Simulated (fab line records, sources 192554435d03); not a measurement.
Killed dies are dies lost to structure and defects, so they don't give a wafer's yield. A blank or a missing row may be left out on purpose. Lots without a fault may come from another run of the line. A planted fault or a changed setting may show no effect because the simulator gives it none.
fab line records | flow n5_finfet | part 2 of 2: steps 22 to 28 of 28
record lots=5 wafers=15 last_day=18
route steps=1938 shown BEOL_M3@951
lots that met no fault: from a run of the same line without faults
start_h: hours from the record's first day to the start of the lot's first wafer shown | wait_h: hours since the lot's step before | " the same as in the row above | L1.1+2: a row that stands for several wafers | - no value, or no start given | * or withheld: withheld | < > ~ a bound
route shown NAME@n: a module of which the file shows steps, and the number in the route of the first | usual: mean/standard deviation of fault-free wafers | same: alike in all rows | chamber/n: place in a boat | sites: the reading at each site | _std_site: their standard deviation | _edge_site: outer sites' mean less inner sites' | radius_mm: how far each site lies from the wafer's centre | mask NAME#n: copy n | behind: the tool/chamber that last shaped the wafer | hold: why the lot was held/for how many hours/how that ended | device: the transistor (n, p or np) that didn't switch | end of line: the same wafers' tests at the end of the route | a step without rows: its recipe alone | killed: dies lost to structure and defects at the first sort, not the wafer's yield | map: a wafer's dies, x killed, . not, _ none there
set.NAME: the setting as run; set.NAME@STEP: as run at that earlier step | model.NAME: the simulator's own value behind a step, which no gauge read
lots at some steps of the route; a table a step, a row a wafer
services: from which hour (start_h, from the record's first day; less than 0 if before it) a tool's chamber was out of use, for how many hours, and why
## steps
# step N5_BEOL_M3_ALD_98
# recipe material=SiO2 target_thk_a=25 temp_c=100 ald_precursor_family=BDEAS ald_co_reactant=O2-plasma pulse_time_s=1 co_reactant_pulse_time_s=1 purge_time_s=2 co_reactant_purge_time_s=2 ald_cycles=17 pressure_torr=2
# usual heater_power_w=79/10 precursor_pulse_height_rel=0.999/0.02 susceptor_temp_C=100.01/0.12
# columns lot.wafer tool chamber start_h wait_h heater_power_w precursor_pulse_height_rel susceptor_temp_C
L082.1 ald_sin-03 3 193.38 0.1 83 0.995 99.93
L082.3 " 2 " " 82 1.042 100.13
L082.6 " 1 " " 62 1.002 100.00
L089.2 ald_sin-01 0 245.95 0.1 83 0.998 99.88
L089.3 " 2 " " 72 0.976 99.84
L089.4 " 1 " " 77 1.006 99.92
L088.2 ald_sin-01 0 246.99 0.1 83 0.955 99.91
L088.3 " 2 " " 72 1.028 99.96
L088.6 " 1 " " 75 0.938 100.31
L094.1 ald_sin-03 1 283.33 0.1 63 1.030 100.14
L094.2 " 2 " " 81 1.007 100.08
L094.5 " 2 " " 81 0.976 99.96
L097.1 ald_sin-04 2 295.63 0.1 83 0.989 100.05
L097.4 " 0 " " 74 1.011 99.91
L097.6 " 0 " " 72 0.979 100.09
# step N5_BEOL_M3_ETCHBACK_99
# recipe chemistry=CHF3 target=SiO2 target_depth_a=50 time_s=10.4 source_w=215 bias_w=47 Ar_flow_sccm=200 CHF3_flow_sccm=12 ion_energy_ev=100 pressure_mtorr=30
# usual drypump_motor_current_A=5.6/0.43 mfc_ar_sccm=200.0/0.6 oes_product_au=0.79/0.086 rf_vpp_V=243/11 showerhead_plenum_p_Torr=2.15/0.071 throttle_valve_pct=17.14/0.21
# columns lot.wafer tool chamber start_h wait_h drypump_motor_current_A mfc_ar_sccm oes_product_au rf_hours_counter_h rf_vpp_V showerhead_plenum_p_Torr throttle_valve_pct
L082.1 rie_diel-03 3 204.66 11.2 6.4 199.5 0.89 58 238 2.21 17.31
L082.3 " 0 " " 5.1 199.7 0.71 206 259 2.15 17.28
L082.6 " 1 " " 5.4 198.8 0.88 - 260 2.29 17.11
L089.2 rie_diel-04 0 255.82 9.8 5.9 199.6 0.70 208 231 2.12 17.31
L089.3 " 1 " " 5.3 201.2 0.70 226 233 2.13 17.14
L089.4 " 0 " " 5.9 199.4 0.70 - 232 2.12 17.32
L088.2 rie_diel-06 2 256.70 9.7 6.0 200.4 0.67 245 235 2.10 17.25
L088.3 " 1 " " 5.7 199.1 0.73 200 258 2.11 17.21
L088.6 " 1 " " 5.7 200.9 0.73 - 259 2.11 17.21
L094.1 rie_diel-06 0 289.28 5.9 5.2 200.2 0.78 109 240 2.07 16.92
L094.2 " 1 " " 5.7 200.3 0.71 211 256 2.10 17.21
L094.5 " 3 " " 6.2 199.6 0.83 - 245 2.20 17.08
L097.1 rie_diel-03 3 299.57 3.9 6.3 199.8 0.86 80 237 2.20 17.35
L097.4 " 3 " " 6.4 200.7 0.86 - 236 2.20 17.33
L097.6 " 1 " " 5.4 200.3 0.84 - 261 2.28 17.16
# step N5_BEOL_M3_ETCH_70
# recipe chemistry=N2/H2 target=SOC target_depth_a=800 overetch_a=160 mask_material=SiARC temp_c=40 time_s=120 ion_energy_ev=200 pressure_mtorr=30 source_w=840 bias_w=150 n2_flow_sccm=200 h2_flow_sccm=200
# usual drypump_motor_current_A=5.6/0.43 oes_product_au=0.61/0.064 rf_vpp_V=523.7/2.2 showerhead_plenum_p_Torr=2.54/0.078 throttle_valve_pct=17.95/0.29
# columns lot.wafer tool chamber start_h wait_h drypump_motor_current_A oes_product_au rf_hours_counter_h rf_vpp_V showerhead_plenum_p_Torr throttle_valve_pct
L082.1 rie_diel-03 3 204.69 0.0 6.5 0.65 58 524.9 2.62 18.38
L082.3 " 0 " " 5.1 0.55 206 524.4 2.54 18.04
L082.6 " 1 " " 5.4 0.68 - 529.2 2.69 17.79
L089.2 rie_diel-04 0 255.85 0.0 5.9 0.54 208 521.6 2.54 18.24
L089.3 " 1 " " 5.2 0.53 226 523.1 2.50 17.78
L089.4 " 0 " " 5.9 0.54 - 523.2 2.54 18.25
L088.2 rie_diel-06 2 256.74 0.0 6.1 0.53 245 523.7 2.49 17.93
L088.3 " 1 " " 5.7 0.55 200 523.4 2.52 18.08
L088.6 " 1 " " 5.7 0.55 - 524.4 2.52 18.07
L094.1 rie_diel-06 0 289.31 0.0 5.2 0.60 109 521.3 2.44 17.58
L094.2 " 1 " " 5.7 0.54 211 524.1 2.52 18.10
L094.5 " 3 " " 6.2 0.63 - 524.4 2.58 17.82
L097.1 rie_diel-03 3 299.60 0.0 6.4 0.65 80 523.9 2.61 18.40
L097.4 " 3 " " 6.4 0.64 - 523.1 2.61 18.42
L097.6 " 1 " " 5.4 0.65 - 528.2 2.68 17.83
# step N5_BEOL_M3_STRIP_71
# recipe chemistry=N2/H2 temp_c=40 n2_flow_sccm=200 h2_flow_sccm=200 rf_frequency_hz=6e+07
# columns lot.wafer tool chamber start_h wait_h
L082.1+3+6 rie_diel-03 3,0,1 204.78 0.0
L089.2+3+4 rie_diel-04 0,1,0 255.93 0.0
L088.2+3+6 rie_diel-06 2,1,1 256.82 0.0
L094.1+2+5 rie_diel-06 0,1,3 289.39 0.0
L097.1+4+6 rie_diel-03 3,3,1 299.68 0.0
# step N5_BEOL_M3_STRIP_78
# recipe chemistry=N2/H2 temp_c=40 n2_flow_sccm=200 h2_flow_sccm=200 rf_frequency_hz=6e+07
# columns lot.wafer tool chamber start_h wait_h
L082.1+3+6 rie_diel-03 3,0,1 204.79 0.0
L089.2+3+4 rie_diel-04 0,1,0 255.94 0.0
L088.2+3+6 rie_diel-06 2,1,1 256.83 0.0
L094.1+2+5 rie_diel-06 0,1,3 289.40 0.0
L097.1+4+6 rie_diel-03 3,3,1 299.69 0.0
# step N5_BEOL_M3_VIA_ETCH_34
# recipe chemistry=C4F6/O2 target_depth_a=694 mask_material=SOC pressure_mtorr=15 ion_energy_ev=250 taper_deg=4 time_s=65.9 source_w=350 bias_w=170 Ar_flow_sccm=300 C4F6_flow_sccm=10 O2_flow_sccm=10
# usual drypump_motor_current_A=5.6/0.43 mfc_ar_sccm=300.1/0.83 oes_o_777_au=0.79/0.082 oes_product_au=0.79/0.086 rf_vpp_V=671/30 showerhead_plenum_p_Torr=2.84/0.09 throttle_valve_pct=30.83/0.29
# columns lot.wafer tool chamber start_h wait_h drypump_motor_current_A mfc_ar_sccm oes_o_777_au oes_product_au rf_hours_counter_h rf_vpp_V showerhead_plenum_p_Torr throttle_valve_pct
L082.1 rie_diel-03 3 204.80 0.0 6.3 301.8 0.84 0.88 58 661 2.91 31.24
L082.3 " 0 " " 5.1 300.9 0.67 0.71 206 715 2.84 30.97
L082.6 " 1 " " 5.4 299.9 0.83 0.88 - 718 3.02 30.83
L089.2 rie_diel-04 0 255.95 0.0 5.9 300.5 0.76 0.70 208 643 2.80 30.76
L089.3 " 1 " " 5.2 300.4 0.73 0.70 227 645 2.81 30.66
L089.4 " 0 " " 5.9 301.1 0.76 0.70 - 644 2.80 30.76
L088.2 rie_diel-06 2 256.84 0.0 6.0 300.2 0.70 0.67 245 653 2.78 30.42
L088.3 " 1 " " 5.7 298.7 0.69 0.72 200 714 2.79 30.65
L088.6 " 1 " " 5.7 299.2 0.69 0.73 - 713 2.79 30.67
L094.1 rie_diel-06 0 289.41 0.0 5.2 300.0 0.76 0.77 109 662 2.74 30.45
L094.2 " 1 " " 5.7 300.1 0.68 0.72 211 714 2.78 30.64
L094.5 " 3 " " 6.2 300.5 0.79 0.81 - 678 2.90 31.06
L097.1 rie_diel-03 3 299.70 0.0 6.4 299.1 0.82 0.85 80 660 2.90 31.28
L097.4 " 3 " " 6.4 298.6 0.82 0.86 - 659 2.90 31.28
L097.6 " 1 " " 5.4 299.9 0.80 0.84 - 718 3.01 30.87
# step N5_BEOL_M3_STRIP_83
# recipe chemistry=C4F6/O2 resist=SiARC rf_frequency_hz=6e+07
# columns lot.wafer tool chamber start_h wait_h
L082.1+3+6 rie_diel-03 3,0,1 204.85 0.0
L089.2+3+4 rie_diel-04 0,1,0 256.01 0.0
L088.2+3+6 rie_diel-06 2,1,1 256.89 0.0
L094.1+2+5 rie_diel-06 0,1,3 289.46 0.0
L097.1+4+6 rie_diel-03 3,3,1 299.75 0.0
## services
# columns tool chamber start_h hours kind
ald_sin-04 0 172.66 11.4 repair
ald_sin-01 - 176.75 14.0 pm
rie_diel-04 - 188.17 14.6 pm
ald_sin-03 2 196.91 10.2 repair
euv_scanner-02 - 202.03 1.0 pm
euv_scanner-01 - 204.68 1.0 pm
rie_metal-01 - 219.49 2.8 pm
ald_sin-01 3 229.64 20.2 repair
rie_diel-03 - 239.00 15.6 pm
euv_scanner-01 - 239.59 0.8 repair
euv_scanner-02 - 256.22 0.2 repair
euv_scanner-02 - 258.18 1.0 pm
euv_scanner-02 - 259.63 5.8 pm
euv_scanner-01 - 265.41 1.0 pm
rie_diel-06 0 267.66 4.5 repair
ald_sin-04 - 268.25 14.0 pm
rie_metal-03 - 271.03 0.4 repair
euv_scanner-02 - 273.18 12.0 pm
ald_sin-01 2 274.54 1.4 repair
rie_diel-04 3 278.44 4.5 repair
euv_scanner-01 - 285.18 4.6 pm
ald_sin-04 - 287.08 0.6 repair
rie_diel-03 2 296.51 115.9 repair
rie_diel-04 3 296.85 3.5 repair
